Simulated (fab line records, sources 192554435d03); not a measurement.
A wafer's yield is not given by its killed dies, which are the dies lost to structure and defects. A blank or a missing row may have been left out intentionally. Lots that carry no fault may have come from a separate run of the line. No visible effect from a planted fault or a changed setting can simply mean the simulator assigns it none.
fab line records	flow n5-finfet
record: lots: 7	wafers: 18	last-day: 18
route steps=1938 shown GATE_CUT@487 BEOL_M4@1111 PASSIVATION@1936
lots that met no fault: from a run of the same line without faults
start-h: hours from the record's opening day to when the first of the lot's shown wafers began	wait-h: hours from the lot's prior step to this one	" same as the row above	L1.1+2: a row that stands for several wafers	- value missing, or start not given	* or withheld: withheld	< > ~ a bound
route shown NAME@n: a module of which the file shows steps, and the number in the route of the first	usual: the fault-free wafers' mean and standard deviation	same: alike in all rows	chamber/n: place in a boat	sites: readings site by site	_std_site: their standard deviation	_edge_site: the outer-site mean with the inner-site mean subtracted	radius-mm: how far each site lies from the wafer's centre	mask NAME#n: copy n	behind: the tool/chamber that last shaped the wafer	hold: reason for holding the lot/hours on hold/outcome of the hold	device: transistor that didn't switch, given as n, p or np	end of line: tests run on the same wafers once the route is complete	a step without rows: its recipe alone	killed: dies that structure and defects cost at the first sort, which is not the same as the wafer's yield	map: dies across one wafer; x = killed, . = not, _ = none there
set.NAME: the setting as run; set.NAME@STEP: as run at that earlier step	model.NAME: the simulator's own value behind a step, which no gauge read
a table for each step, a row for each wafer; lots at some steps of the route
services: a tool's chamber out of use, with start hour (start-h, from the record's first day; less than 0 if before it), hours out, and reason
== steps ==
step: N5_GATE_CUT_CD_MEAS_13
recipe: target-cd-nm: 20	landing-energy-ev: 500	detector: se-inlens
usual: cd-nm: 19.95/0.25
same: landing-energy-ev: 500
lot.wafer	tool	chamber	start-h	wait-h	cd-nm
L652.1	cd-sem-03	0	138.57	-	19.74
L652.2	"	0	"	"	20.14
L652.3	"	0	"	"	19.96
L655.2	cd-sem-03	0	153.49	-	19.95
L655.6	"	0	"	"	20.09
L656.2	cd-sem-01	0	163.25	-	20.23
L656.5	"	0	"	"	20.15
L659.2	cd-sem-02	0	183.42	-	19.84
L659.6	"	0	"	"	19.48
L662.1	cd-sem-02	0	199.22	-	19.62
L662.4	"	0	"	"	19.34
L662.6	"	0	"	"	19.80
L665.3	cd-sem-03	0	217.32	-	20.18
L665.4	"	0	"	"	19.99
L665.6	"	0	"	"	20.25
L666.1	cd-sem-02	0	223.49	-	20.31
L666.4	"	0	"	"	20.28
L666.6	"	0	"	"	19.62
step: N5_GATE_CUT_OVL_MEAS_14
recipe: points-per-wafer: 522
usual: GATE_CUT_OVL: 0.6/0.63
lot.wafer	tool	chamber	start-h	wait-h	GATE_CUT_OVL[nm]
L652.1	overlay-02	0	138.60	0.0	1.0
L652.2	"	0	"	"	0.6
L652.3	"	0	"	"	0.0
L655.2	overlay-02	0	153.53	0.0	0.2
L655.6	"	0	"	"	1.1
L656.2	overlay-02	0	163.28	0.0	1.1
L656.5	"	0	"	"	2.1
L659.2	overlay-01	0	183.45	0.0	-0.2
L659.6	"	0	"	"	-0.1
L662.1	overlay-01	0	199.25	0.0	0.7
L662.4	"	0	"	"	0.9
L662.6	"	0	"	"	0.7
L665.3	overlay-01	0	217.36	0.0	1.1
L665.4	"	0	"	"	0.6
L665.6	"	0	"	"	-0.2
L666.1	overlay-01	0	223.53	0.0	-0.1
L666.4	"	0	"	"	1.4
L666.6	"	0	"	"	2.3
step: N5_GATE_CUT_INSPECT_15
recipe: mode: adi	inspect-instrument: brightfield
usual: raw-defect-count: 117/37
lot.wafer	tool	chamber	start-h	wait-h	raw-defect-count
L652.1	defect-inspect-01	-	138.66	0.1	122
L652.2	"	-	"	"	112
L652.3	"	-	"	"	128
L655.2	defect-inspect-01	-	153.58	0.0	123
L655.6	"	-	"	"	167
L656.2	defect-inspect-02	-	163.33	0.0	155
L656.5	"	-	"	"	162
L659.2	defect-inspect-01	-	183.51	0.0	72
L659.6	"	-	"	"	92
L662.1	defect-inspect-01	-	199.32	0.1	110
L662.4	"	-	"	"	85
L662.6	"	-	"	"	63
L665.3	defect-inspect-01	-	217.41	0.0	87
L665.4	"	-	"	"	67
L665.6	"	-	"	"	82
L666.1	defect-inspect-01	-	223.58	0.1	125
L666.4	"	-	"	"	130
L666.6	"	-	"	"	94
step: N5_GATE_CUT_DESCUM_18
recipe: chemistry: O2	time-s: 7	source-power-w: 50	bias-power-w: 20	pressure-mtorr: 20	rf-frequency-hz: 2.712e+07	temp-c: 40	resist: CAR-EUV	o2-flow-sccm: 225
step: N5_GATE_CUT_ETCH_28
recipe: chemistry: N2/H2	target: underlayer	target-depth-a: 130	mask-material: CAR-EUV	time-s: 10.4	ion-energy-ev: 200	pressure-mtorr: 30	source-w: 840	bias-w: 150	n2-flow-sccm: 200	h2-flow-sccm: 200	ends: cleared
usual: drypump-motor-current-A: 5.7/0.41	etch-rf-on-time-s: 10.45/0.21	oes-product-au: 0.65/0.064	rf-vpp-V: 523.7/2.5	showerhead-plenum-p-Torr: 2.54/0.092	throttle-valve-pct: 17.94/0.21
lot.wafer	tool	chamber	start-h	wait-h	drypump-motor-current-A	etch-rf-on-time-s	oes-product-au	rf-hours-counter-h	rf-vpp-V	showerhead-plenum-p-Torr	throttle-valve-pct
L652.1	rie-diel-04	2	138.73	0.0	5.8	10.50	0.64	151	523.5	2.53	17.71
L652.2	"	3	"	"	6.3	10.73	0.74	36	528.7	2.70	17.91
L652.3	"	1	"	"	5.2	10.59	0.58	223	525.3	2.63	18.07
L655.2	rie-diel-04	2	153.86	0.0	5.8	10.36	0.64	156	524.2	2.53	17.71
L655.6	"	0	"	"	5.5	10.56	0.60	-	521.1	2.41	18.17
L656.2	rie-diel-04	3	163.42	0.0	6.3	10.69	0.73	45	527.9	2.70	17.90
L656.5	"	0	"	"	5.5	10.66	0.60	-	520.6	2.41	18.15
L659.2	rie-diel-04	1	183.58	0.0	5.2	10.67	0.57	237	525.0	2.62	18.11
L659.6	"	2	"	"	5.8	10.40	0.63	-	524.4	2.53	17.74
L662.1	rie-diel-02	2	199.39	0.0	5.8	10.41	0.65	145	523.1	2.55	18.16
L662.4	"	2	"	"	5.9	10.34	0.65	-	524.7	2.55	18.17
L662.6	"	3	"	"	4.9	9.98	0.64	-	519.5	2.41	18.16
L665.3	rie-diel-03	2	217.56	0.0	6.0	10.60	0.63	177	519.9	2.44	18.02
L665.4	"	1	"	"	5.7	10.34	0.65	153	523.8	2.54	17.65
L665.6	"	2	"	"	6.1	10.54	0.65	-	520.6	2.44	18.03
L666.1	rie-diel-02	1	223.65	0.0	6.4	10.40	0.84	1	523.0	2.49	17.42
L666.4	"	2	"	"	5.8	10.50	0.64	155	524.5	2.54	18.17
L666.6	"	3	"	"	4.9	9.96	0.63	-	520.7	2.41	18.17
step: N5_GATE_CUT_ETCH_36
recipe: chemistry: CF4	target: SiARC	target-depth-a: 130	mask-material: CAR-EUV	time-s: 21.7	ion-energy-ev: 80	pressure-mtorr: 40	source-w: 545	bias-w: 36	Ar_flow_sccm: 100	cf4-flow-sccm: 100	ends: cleared
step: N5_GATE_CUT_ETCH_37
recipe: chemistry: N2/H2	target: SOC	target-depth-a: 600	overetch-a: 120	mask-material: SiARC	temp-c: 40	time-s: 90	ion-energy-ev: 200	pressure-mtorr: 30	source-w: 840	bias-w: 150	n2-flow-sccm: 200	h2-flow-sccm: 200
usual: drypump-motor-current-A: 5.7/0.41	oes-product-au: 0.68/0.066	rf-vpp-V: 523.7/2.6	showerhead-plenum-p-Torr: 2.54/0.092	throttle-valve-pct: 17.91/0.21
lot.wafer	tool	chamber	start-h	wait-h	drypump-motor-current-A	oes-product-au	rf-hours-counter-h	rf-vpp-V	showerhead-plenum-p-Torr	throttle-valve-pct
L652.1	rie-diel-04	2	138.77	0.0	5.8	0.67	151	523.3	2.53	17.69
L652.2	"	3	"	"	6.3	0.79	36	528.3	2.70	17.86
L652.3	"	1	"	"	5.2	0.61	223	525.7	2.63	18.07
L655.2	rie-diel-04	2	153.91	0.0	5.8	0.67	156	523.9	2.53	17.70
L655.6	"	0	"	"	5.5	0.64	-	521.1	2.41	18.13
L656.2	rie-diel-04	3	163.47	0.0	6.2	0.78	45	528.7	2.70	17.86
L656.5	"	0	"	"	5.5	0.63	-	520.6	2.41	18.12
L659.2	rie-diel-04	1	183.62	0.0	5.2	0.61	237	524.9	2.62	18.08
L659.6	"	2	"	"	5.8	0.66	-	523.8	2.53	17.72
L662.1	rie-diel-02	2	199.43	0.0	5.8	0.68	145	523.3	2.55	18.14
L662.4	"	2	"	"	5.9	0.68	-	522.9	2.55	18.12
L662.6	"	3	"	"	4.9	0.65	-	520.6	2.41	18.13
L665.3	rie-diel-03	2	217.60	0.0	6.1	0.68	177	519.6	2.44	18.00
L665.4	"	1	"	"	5.7	0.68	153	525.7	2.54	17.62
L665.6	"	2	"	"	6.0	0.68	-	522.5	2.44	17.97
L666.1	rie-diel-02	1	223.70	0.0	6.3	0.87	1	524.6	2.49	17.42
L666.4	"	2	"	"	5.9	0.68	155	524.4	2.54	18.14
L666.6	"	3	"	"	4.9	0.64	-	519.6	2.40	18.15
step: N5_GATE_CUT_STRIP_38
recipe: chemistry: N2/H2	temp-c: 40	n2-flow-sccm: 200	h2-flow-sccm: 200	rf-frequency-hz: 6e+07
step: N5_GATE_CUT_STRIP_39
recipe: chemistry: N2/H2	temp-c: 40	n2-flow-sccm: 200	h2-flow-sccm: 200	rf-frequency-hz: 6e+07
step: N5_GATE_CUT_HM_OPEN_40
recipe: chemistry: C4F6/O2	target: SiO2	mask-material: SiARC	target-depth-a: 1390	time-s: 85.1	ion-energy-ev: 250	pressure-mtorr: 30	source-w: 345	bias-w: 185	Ar_flow_sccm: 300	C4F6_flow_sccm: 10	O2_flow_sccm: 10	ends: cleared
usual: drypump-motor-current-A: 5.7/0.41	etch-rf-on-time-s: 94.0/1.8	oes-product-au: 0.69/0.068	rf-vpp-V: 666/11	showerhead-plenum-p-Torr: 2.85/0.1	throttle-valve-pct: 21.03/0.18
lot.wafer	tool	chamber	start-h	wait-h	drypump-motor-current-A	etch-rf-on-time-s	oes-product-au	rf-hours-counter-h	rf-vpp-V	showerhead-plenum-p-Torr	throttle-valve-pct
L652.1	rie-diel-04	2	138.86	0.0	5.8	94.4	0.68	151	653	2.86	20.99
L652.2	"	3	"	"	6.3	95.4	0.79	36	655	3.03	21.01
L652.3	"	1	"	"	5.2	95.4	0.62	223	679	2.95	21.17
L655.2	rie-diel-04	2	153.99	0.0	5.8	94.1	0.67	156	651	2.85	20.97
L655.6	"	0	"	"	5.5	96.8	0.64	-	655	2.72	21.20
L656.2	rie-diel-04	3	163.55	0.0	6.3	94.6	0.78	45	655	3.02	21.04
L656.5	"	0	"	"	5.5	96.7	0.64	-	654	2.72	21.21
L659.2	rie-diel-04	1	183.71	0.0	5.2	91.3	0.61	237	676	2.94	21.19
L659.6	"	2	"	"	5.8	92.2	0.68	-	652	2.85	20.99
L662.1	rie-diel-02	2	199.52	0.0	5.9	93.5	0.69	145	670	2.87	21.29
L662.4	"	2	"	"	5.9	95.2	0.69	-	669	2.87	21.27
L662.6	"	3	"	"	4.9	93.4	0.66	-	664	2.69	21.21
L665.3	rie-diel-03	2	217.69	0.0	6.0	93.9	0.68	177	664	2.72	20.97
L665.4	"	1	"	"	5.7	92.5	0.70	153	681	2.86	20.83
L665.6	"	2	"	"	6.1	95.1	0.67	-	665	2.72	20.98
L666.1	rie-diel-02	1	223.78	0.0	6.3	92.0	0.90	1	656	2.83	20.79
L666.4	"	2	"	"	5.9	92.3	0.68	155	668	2.86	21.28
L666.6	"	3	"	"	4.9	93.2	0.66	-	664	2.69	21.23
step: N5_GATE_CUT_STRIP_41
recipe: chemistry: CF4	resist: SiARC	power-w: 300	bias-power-w: 75	pressure-mtorr: 50	cf4-flow-sccm: 150	rf-frequency-hz: 6e+07
usual: drypump-motor-current-A: 5.7/0.41	oes-product-au: 0.176/0.018	rf-vpp-V: 271.0/1.7	showerhead-plenum-p-Torr: 1.79/0.058	throttle-valve-pct: 13.63/0.21
lot.wafer	tool	chamber	start-h	wait-h	drypump-motor-current-A	oes-product-au	rf-hours-counter-h	rf-vpp-V	showerhead-plenum-p-Torr	throttle-valve-pct
L652.1	rie-diel-04	2	138.92	0.0	5.8	0.170	151	271.6	1.79	13.58
L652.2	"	3	"	"	6.3	0.206	37	273.9	1.90	13.49
L652.3	"	1	"	"	5.2	0.156	223	272.0	1.83	13.65
L655.2	rie-diel-04	2	154.05	0.0	5.8	0.168	156	270.9	1.79	13.60
L655.6	"	0	"	"	5.5	0.163	-	268.1	1.69	13.75
L656.2	rie-diel-04	3	163.61	0.0	6.3	0.197	45	272.8	1.90	13.48
L656.5	"	0	"	"	5.5	0.164	-	268.7	1.69	13.78
L659.2	rie-diel-04	1	183.77	0.0	5.2	0.160	237	272.4	1.82	13.69
L659.6	"	2	"	"	5.8	0.170	-	269.7	1.79	13.61
L662.1	rie-diel-02	2	199.58	0.0	5.9	0.176	145	271.7	1.79	13.79
L662.4	"	2	"	"	5.9	0.178	-	270.1	1.79	13.78
L662.6	"	3	"	"	4.9	0.170	-	269.5	1.73	14.04
L665.3	rie-diel-03	2	217.75	0.0	6.0	0.177	177	268.5	1.73	13.74
L665.4	"	1	"	"	5.7	0.181	154	270.1	1.78	13.41
L665.6	"	2	"	"	6.0	0.169	-	270.2	1.73	13.75
L666.1	rie-diel-02	1	223.84	0.0	6.3	0.231	1	268.9	1.75	13.10
L666.4	"	2	"	"	5.9	0.178	155	270.0	1.79	13.80
L666.6	"	3	"	"	4.9	0.168	-	267.9	1.72	14.07
step: N5_GATE_CUT_STRIP_42
recipe: chemistry: O2	power-w: 400	temp-c: 40	pressure-mtorr: 30	rf-frequency-hz: 6e+07	bias-power-w: 0	overash-fraction: 0.3	o2-flow-sccm: 225
usual: drypump-motor-current-A: 5.7/0.41	oes-product-au: 0.76/0.077	rf-vpp-V: 3.7/0.46	showerhead-plenum-p-Torr: 2.09/0.079	throttle-valve-pct: 16.71/0.22
lot.wafer	tool	chamber	start-h	wait-h	drypump-motor-current-A	oes-product-au	rf-hours-counter-h	rf-vpp-V	showerhead-plenum-p-Torr	throttle-valve-pct
L652.1	rie-diel-04	2	138.94	0.0	5.8	0.74	151	4.8	2.07	16.55
L652.2	"	3	"	"	6.3	0.88	37	4.3	2.24	16.70
L652.3	"	1	"	"	5.2	0.69	223	4.9	2.17	16.86
L655.2	rie-diel-04	2	154.07	0.0	5.8	0.75	156	4.3	2.07	16.55
L655.6	"	0	"	"	5.5	0.71	-	3.2	1.98	16.80
L656.2	rie-diel-04	3	163.63	0.0	6.3	0.88	45	4.2	2.24	16.70
L656.5	"	0	"	"	5.5	0.70	-	4.3	1.97	16.83
L659.2	rie-diel-04	1	183.79	0.0	5.2	0.68	237	3.5	2.16	16.88
L659.6	"	2	"	"	5.8	0.74	-	3.1	2.07	16.57
L662.1	rie-diel-02	2	199.60	0.0	5.8	0.76	145	4.2	2.10	16.88
L662.4	"	2	"	"	5.9	0.76	-	4.0	2.10	16.89
L662.6	"	3	"	"	4.9	0.72	-	4.1	2.00	17.13
L665.3	rie-diel-03	2	217.77	0.0	6.1	0.75	177	4.7	2.00	16.72
L665.4	"	1	"	"	5.7	0.76	154	3.9	2.09	16.47
L665.6	"	2	"	"	6.0	0.77	-	3.4	2.00	16.73
L666.1	rie-diel-02	1	223.86	0.0	6.3	1.00	1	3.7	2.03	16.19
L666.4	"	2	"	"	5.9	0.75	155	3.4	2.10	16.88
L666.6	"	3	"	"	4.9	0.72	-	4.1	2.00	17.14
step: N5_GATE_CUT_ETCH_19
recipe: chemistry: CH3F/O2	target: SiNx	mask-material: SiO2	target-depth-a: 537	time-s: 76.7	pressure-mtorr: 30	source-w: 395	bias-w: 73	Ar_flow_sccm: 150	CH3F_flow_sccm: 30	O2_flow_sccm: 20	ion-energy-ev: 120	ends: cleared
usual: drypump-motor-current-A: 5.7/0.41	etch-rf-on-time-s: 77.3/1.2	oes-product-au: 0.65/0.064	rf-vpp-V: 298/4.9	showerhead-plenum-p-Torr: 2.00/0.074	throttle-valve-pct: 16.44/0.18
lot.wafer	tool	chamber	start-h	wait-h	drypump-motor-current-A	etch-rf-on-time-s	oes-product-au	rf-hours-counter-h	rf-vpp-V	showerhead-plenum-p-Torr	throttle-valve-pct
L652.1	rie-diel-04	2	138.98	0.0	5.8	76.0	0.64	151	292	2.01	16.37
L652.2	"	3	"	"	6.3	77.9	0.75	37	294	2.14	16.34
L652.3	"	1	"	"	5.2	77.2	0.58	223	301	2.07	16.56
L655.2	rie-diel-04	2	154.11	0.0	5.8	77.4	0.63	156	291	2.00	16.39
L655.6	"	0	"	"	5.5	102.6	0.52	-	293	1.91	16.59
L656.2	rie-diel-04	3	163.67	0.0	6.3	78.1	0.73	45	294	2.13	16.37
L656.5	"	0	"	"	5.5	101.9	0.52	-	293	1.90	16.59
L659.2	rie-diel-04	1	183.83	0.0	5.2	78.5	0.57	237	302	2.07	16.58
L659.6	"	2	"	"	5.8	101.0	0.55	-	290	2.00	16.38
L662.1	rie-diel-02	2	199.64	0.0	5.9	76.6	0.65	145	299	2.02	16.63
L662.4	"	2	"	"	5.9	76.3	0.65	-	299	2.02	16.65
L662.6	"	3	"	"	4.9	75.8	0.62	-	298	1.89	16.66
L665.3	rie-diel-03	2	217.81	0.0	6.1	76.7	0.64	177	298	1.91	16.40
L665.4	"	1	"	"	5.7	75.6	0.66	154	305	2.01	16.25
L665.6	"	2	"	"	6.1	77.0	0.64	-	297	1.91	16.42
L666.1	rie-diel-02	1	223.90	0.0	6.3	76.0	0.85	1	294	1.98	16.08
L666.4	"	2	"	"	5.8	75.7	0.65	155	299	2.01	16.66
L666.6	"	3	"	"	4.9	75.8	0.62	-	297	1.89	16.69
step: N5_GATE_CUT_CUT_ETCH_53
recipe: chemistry: SF6/Cl2	target: W	mask-material: SiO2	target-depth-a: 792	pressure-mtorr: 8	icp-w: 900	bias-w: 80	SF6_flow_sccm: 40	Cl2_flow_sccm: 60	ends: cleared
step: N5_BEOL_M4_RC_MEAS_101
usual: DIBL_N: 36.0/1.8	DIBL_P: 36.3/2.4	IOFF_N: 0.16/0.035	IOFF_P: 0.21/0.036	ION_N: 673/13	ION_P: 461/7.2	SS_N: 71.4/0.6	SS_P: 73.2/0.7	VT_N: 250/4	VT_P: -250.9/2.9
lot.wafer	tool	chamber	start-h	wait-h	DIBL_N[mV/V]	DIBL_P[mV/V]	IOFF_N[nA/um]	IOFF_P[nA/um]	ION_N[uA/um]	ION_P[uA/um]	SS_N[mV/dec]	SS_P[mV/dec]	VT_N[mV]	VT_P[mV]
L652.1	prober-01	0	242.39	0.0	38.2	38.4	0.20	0.22	697	467	72.0	73.7	246	-251.0
L652.2	"	0	"	"	36.9	38.1	0.19	0.24	697	472	71.1	73.3	244	-249.5
L652.3	"	0	"	"	39.7	40.7	0.24	0.26	690	463	73.6	74.4	244	-248.0
L655.2	prober-01	0	248.23	0.2	34.3	33.0	0.11	0.16	647	447	72.1	71.8	254	-256.0
L655.6	"	0	"	"	35.3	33.7	0.13	0.16	668	456	70.9	72.8	254	-255.8
L656.2	prober-01	0	250.27	0.2	35.8	36.5	0.15	0.23	676	464	71.2	73.2	251	-247.1
L656.5	"	0	"	"	34.5	34.2	0.13	0.20	673	464	71.3	72.0	252	-248.3
L659.2	prober-01	0	276.11	0.2	37.0	36.1	0.16	0.20	670	454	71.7	73.3	252	-253.1
L659.6	"	0	"	"	32.8	30.6	0.10	0.13	646	442	69.7	71.9	260	-255.0
L662.1	prober-01	0	281.20	0.0	35.8	36.1	0.14	0.19	667	454	71.3	73.7	254	-248.7
L662.4	"	0	"	"	34.6	34.1	0.12	0.16	641	444	71.3	73.0	258	-252.7
L662.6	"	0	"	"	37.2	37.5	0.17	0.23	680	468	71.4	73.7	249	-247.9
L666.1	prober-01	0	318.29	0.0	38.7	38.4	0.19	0.24	686	467	72.1	73.6	246	-247.2
L666.4	"	0	"	"	39.2	37.3	0.19	0.22	676	459	71.9	74.3	248	-250.4
L666.6	"	0	"	"	38.1	37.2	0.17	0.22	672	456	72.2	73.8	247	-249.7
L665.3	prober-02	0	320.03	0.3	35.2	35.6	0.13	0.19	652	459	70.8	73.2	253	-253.7
L665.4	"	0	"	"	35.7	35.4	0.13	0.19	677	464	71.1	72.7	252	-252.5
L665.6	"	0	"	"	36.8	38.2	0.16	0.23	671	462	71.4	73.4	250	-249.5
step: N5_PASSIVATION_PROBE_49
usual: defect-limited-yield: 91.2/1.4	killed_at_M0_to_M3: 35/11	killed_at_M4_up: 14/5.6	killed-at-contacts: 12/5.6	killed-at-front-end: 38/11	killed-at-other: 4/3.4	killed-dies: 103/17	killed-on-rim: 13/3.5	killed-open: 68/12	killed-short: 33/8.8	sort_bin_5_function: 5.1/0.89	sort_bin_6_memory: 3.3/0.71	sort-n-pass: 1077/17	sort-yield-pct: 91.2/1.4
same: gross-dies: 1180	killed-at-back-side: 0	sort_bin_4_leakage[%]: 0	sort_bin_8_speed[%]: 0
lot.wafer	tool	chamber	start-h	wait-h	defect-limited-yield[%]	killed_at_M0_to_M3	killed_at_M4_up	killed-at-contacts	killed-at-front-end	killed-at-other	killed-dies	killed-on-rim	killed-open	killed-short	sort_bin_5_function[%]	sort_bin_6_memory[%]	sort-n-pass	sort-yield-pct[%]
L652.1	prober-02	-	347.01	0.0	91.6	40	15	10	29	5	99	12	62	37	5.3	3.1	1081	91.6
L652.2	prober-02	-	347.06	0.1	92.3	31	9	3	39	9	91	14	58	33	3.8	3.6	1089	92.3
L652.3	prober-02	-	347.11	0.1	90.9	23	11	14	51	8	107	14	60	46	4.9	3.7	1073	90.9
L656.2	prober-02	-	353.17	0.1	90.0	33	5	17	58	5	118	12	72	46	6.7	3.0	1062	90.0
L656.5	prober-02	-	353.32	0.2	90.9	23	9	23	41	11	107	14	66	37	5.8	3.3	1073	90.9
L666.1	prober-01	-	437.35	0.0	91.3	37	19	8	36	3	103	15	70	31	4.8	3.3	1077	91.3
L666.4	prober-01	-	437.50	0.2	90.6	34	20	8	45	4	111	13	82	29	5.8	3.6	1069	90.6
L666.6	prober-01	-	437.60	0.3	91.0	34	21	5	40	6	106	15	75	29	6.2	2.7	1074	91.0
L665.3	prober-02	-	438.65	0.1	91.1	33	16	6	48	2	105	14	87	18	5.3	3.5	1075	91.1
L665.4	prober-02	-	438.70	0.2	91.9	38	16	5	36	0	95	14	59	35	3.6	4.2	1085	91.9
L665.6	prober-02	-	438.80	0.3	91.4	36	14	4	47	1	102	10	74	27	5.1	3.4	1078	91.4
killed by level:class
L652.1 BEOL_M1:geometric-particle:open=12 FIN_SAQP:geometric-particle:short=11 MOL_CONTACT_COAG:geometric-particle:open=9 BEOL_M0_SAQP:geometric-particle:open=7 FIN_SAQP:geometric-particle:open=6 BEOL_M0_SAQP:geometric-particle:short=6 BEOL_M4:geometric-particle:open=6 BEOL_M3:geometric-particle:open=5
L652.2 FIN_SAQP:geometric-particle:short=9 STI_FIN_REVEAL:geometric-particle:open=8 BEOL_M3:geometric-particle:open=8 FIN_SAQP:geometric-particle:open=7 BEOL_M3:geometric-particle:short=6 BEOL_M0_SAQP:geometric-particle:open=4 DUMMY_GATE:geometric-particle:open=4 BEOL_M1:geometric-particle:open=4
L652.3 FIN_SAQP:geometric-particle:short=16 FIN_SAQP:geometric-particle:open=13 MOL_CONTACT_COAG:geometric-particle:open=11 BEOL_M3:geometric-particle:open=6 STI_FIN_REVEAL:geometric-particle:open=6 BEOL_M1:geometric-particle:open=5 BEOL_M3:geometric-particle:short=5 DUMMY_GATE:geometric-particle:open=4
L656.2 STI_FIN_REVEAL:geometric-particle:open=17 BEOL_M0_SAQP:geometric-particle:short=15 MOL_CONTACT_COAG:geometric-particle:open=13 GATE_CUT:geometric-particle:short=8 ILD0:geometric-particle:short=6 BEOL_M0_SAQP:geometric-particle:open=6 STI_FIN_REVEAL:geometric-particle:short=5 GATE_CUT:geometric-particle:open=5
L656.5 MOL_CONTACT_COAG:geometric-particle:open=18 DUMMY_GATE:geometric-particle:open=9 MIM_TOP_ETCH:geometric-particle:open=6 GATE_CUT:geometric-particle:short=5 STARTING-WAFER:geometric-particle:short=5 BEOL_M2:geometric-particle:open=5 FIN_SAQP:geometric-particle:short=4 MOL_CONTACT_COAG:geometric-particle:short=4
L666.1 BEOL_M3:geometric-particle:open=17 FIN_SAQP:geometric-particle:short=9 MOL_CONTACT_COAG:geometric-particle:open=7 BEOL_M4:geometric-particle:open=6 GATE_CUT:geometric-particle:short=5 BEOL_M0:geometric-particle:open=4 DUMMY_GATE:geometric-particle:open=4 BEOL_M1:geometric-particle:open=4
L666.4 BEOL_M2:geometric-particle:open=13 STI_FIN_REVEAL:geometric-particle:open=12 FIN_SAQP:geometric-particle:open=10 FIN_SAQP:geometric-particle:short=10 MOL_CONTACT_COAG:geometric-particle:open=7 BEOL_M3:geometric-particle:open=7 BEOL_M4:geometric-particle:open=7 BEOL_M0:geometric-particle:open=5
L666.6 BEOL_M4:geometric-particle:open=14 STI_FIN_REVEAL:geometric-particle:open=13 BEOL_M2:geometric-particle:open=13 FIN_SAQP:geometric-particle:short=9 BEOL_M3:geometric-particle:open=6 GATE_CUT:geometric-particle:short=5 MOL_CONTACT_COAG:geometric-particle:open=4 BEOL_M0_SAQP:geometric-particle:short=4
L665.3 STI_FIN_REVEAL:geometric-particle:open=19 BEOL_M2:geometric-particle:open=13 FIN_SAQP:geometric-particle:open=7 BEOL_M3:geometric-particle:open=7 BEOL_M5:geometric-particle:open=7 DUMMY_GATE:geometric-particle:open=5 MOL_CONTACT_COAG:geometric-particle:open=5 BEOL_M4:geometric-particle:open=5
L665.4 BEOL_M0_SAQP:geometric-particle:open=11 FIN_SAQP:geometric-particle:short=8 BEOL_M0_SAQP:geometric-particle:short=8 BEOL_M2:geometric-particle:open=8 STI_FIN_REVEAL:geometric-particle:open=7 FIN_SAQP:geometric-particle:open=6 DUMMY_GATE:geometric-particle:open=5 BEOL_M3:geometric-particle:open=4
L665.6 STI_FIN_REVEAL:geometric-particle:open=14 BEOL_M2:geometric-particle:open=12 BEOL_M0_SAQP:geometric-particle:open=10 BEOL_M5:geometric-particle:open=8 BEOL_M0_SAQP:geometric-particle:short=7 FIN_SAQP:geometric-particle:open=5 DUMMY_GATE:geometric-particle:open=5 BEOL_M4:geometric-particle:open=5
== services ==
tool	chamber	start-h	hours	kind
rie-diel-04	3	116.29	12.9	repair
rie-diel-02	0	174.77	-	clean
rie-diel-02	0	174.77	-	consumable-replace:focus-ring
rie-diel-02	0	174.77	19.6	scheduled-down
rie-diel-02	0	174.77	19.6	vent-cycle
rie-diel-04	0	176.83	7.2	repair
rie-diel-02	1	194.32	-	clean
rie-diel-02	1	194.32	-	consumable-replace:focus-ring
rie-diel-02	1	194.32	25.5	scheduled-down
rie-diel-02	1	194.32	25.5	vent-cycle
rie-diel-04	0	204.06	8.8	repair
== key ==
first-sign: step: N5_GATE_CUT_ETCH_19	reading: etch-rf-on-time-s	direction: up	sigmas: 20	usual: *	struck: *
effect none on later readings
met-at N5_GATE_CUT_ETCH_19
struck-wafers L655.6,L656.5,L659.6
onset-between 138.98 154.11
fault: kind: process-parameter-drift	tool: rie-diel-04	chamber: -	onset-h: 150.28	steps: N5_GATE_CUT_ETCH_19	channel: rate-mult	offset: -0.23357	shape: step	end-h: 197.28	scope: struck-wafers-only
